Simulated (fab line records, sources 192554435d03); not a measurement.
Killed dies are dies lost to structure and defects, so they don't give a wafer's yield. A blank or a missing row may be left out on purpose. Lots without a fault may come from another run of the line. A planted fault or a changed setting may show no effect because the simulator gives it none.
Split-lot experiment | flow n5_finfet | 7 lots, 21 wafers read, on a route of 1938 steps

THE SPLIT
At N5_PASSIVATION_ETCH_59 (etches TaN in Cl2/BCl3, target depth 65 nm, time 34.9 s), the setting time_s was moved away from the recipe's 34.9 s on 6 of the 21 wafers read, by -22.3% to +22.1%. The other wafers ran this setting at the recipe's value.

The reading is taken at the split's own step.

THE READING
etch.depth_nm (the simulator's own value, which no gauge read), in nm, at N5_PASSIVATION_ETCH_59 (etches TaN in Cl2/BCl3, target depth 65 nm, time 34.9 s). The file gives no usual value for it. The 15 wafers here that ran the recipe average 65.17 nm, standard deviation 1.3 nm.

wafer  | tool, chamber at the split | time_s as run, s | against the recipe | etch.depth_nm, nm | against lot-mates on the recipe
L075.2 | rie_metal-03, 0            | 27.11            | -22.3%             | 50.21             | -16.11
L075.5 | rie_metal-03, 0            | 34.9             | recipe             | 64.89             | -
L075.6 | rie_metal-03, 1            | 34.9             | recipe             | 67.75             | -
L080.1 | rie_metal-03, 0            | 34.9             | recipe             | 65.01             | -
L080.2 | rie_metal-03, 1            | 34.9             | recipe             | 67.28             | -
L080.3 | rie_metal-03, 0            | 34.9             | recipe             | 64.54             | -
L083.1 | rie_metal-03, 1            | 34.9             | recipe             | 66.05             | -
L083.4 | rie_metal-03, 1            | 34.9             | recipe             | 66.43             | -
L083.6 | rie_metal-03, 1            | 34.9             | recipe             | 66.2              | -
L088.1 | rie_metal-01, 1            | 42.09            | +20.6%             | 78.33             | +14.31
L088.4 | rie_metal-01, 0            | 34.9             | recipe             | 63.97             | -
L088.5 | rie_metal-01, 0            | 34.9             | recipe             | 64.06             | -
L086.2 | rie_metal-01, 0            | 34.9             | recipe             | 63.11             | -
L086.3 | rie_metal-01, 1            | 34.9             | recipe             | 64.93             | -
L086.4 | rie_metal-01, 0            | 34.9             | recipe             | 63.33             | -
L087.2 | rie_metal-01, 1            | 34.9             | recipe             | 64.36             | -
L087.3 | rie_metal-01, 0            | 32.25            | -7.6%              | 58.26             | -6.10
L087.4 | rie_metal-01, 1            | 32.25            | -7.6%              | 59.94             | -4.42
L096.2 | rie_metal-02, 1            | 42.63            | +22.1%             | 79.15             | +13.52
L096.4 | rie_metal-02, 1            | 42.63            | +22.1%             | 78.88             | +13.25
L096.6 | rie_metal-02, 0            | 34.9             | recipe             | 65.63             | -

THE FIT
A straight line over all 21 wafers: etch.depth_nm changes by +0.652 nm for each +1% of time_s; r = +0.98; the points scatter about the line by 1.3 nm.
The same after taking each lot's own level away (the mean of its wafers on the recipe; 21 wafers): +0.66 nm for each +1%; r = +0.99; scatter 0.94 nm.
On that fit, the largest move of time_s shifts the reading by 15 nm.
The lots' own levels span 63.790 to 66.320 nm, that is 1.9 times the standard deviation above.
So the lot-to-lot level changes the slope little: the two slopes agree.
Check: with one of the wafers moved furthest among these (-22.3%) left out of the fit, the line predicts -14.3 nm for it against its lot-mates. It came out at -16.1 nm against them.

OTHER SPLITS ON THESE WAFERS
These wafers also went through other splits before the reading. Each is held against what the fit with the lots' levels taken away leaves over:
other split on the same wafers   | wafers away from the commonest value | r with etch.depth_nm (lot level and that fit taken away)
N5_PASSIVATION_EXPOSE_27 dose_mj | 7                                    | +0.25

THE FILE'S OWN FIT
etch.depth_nm changes by +0.674 nm for each +1% of time_s, r = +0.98.
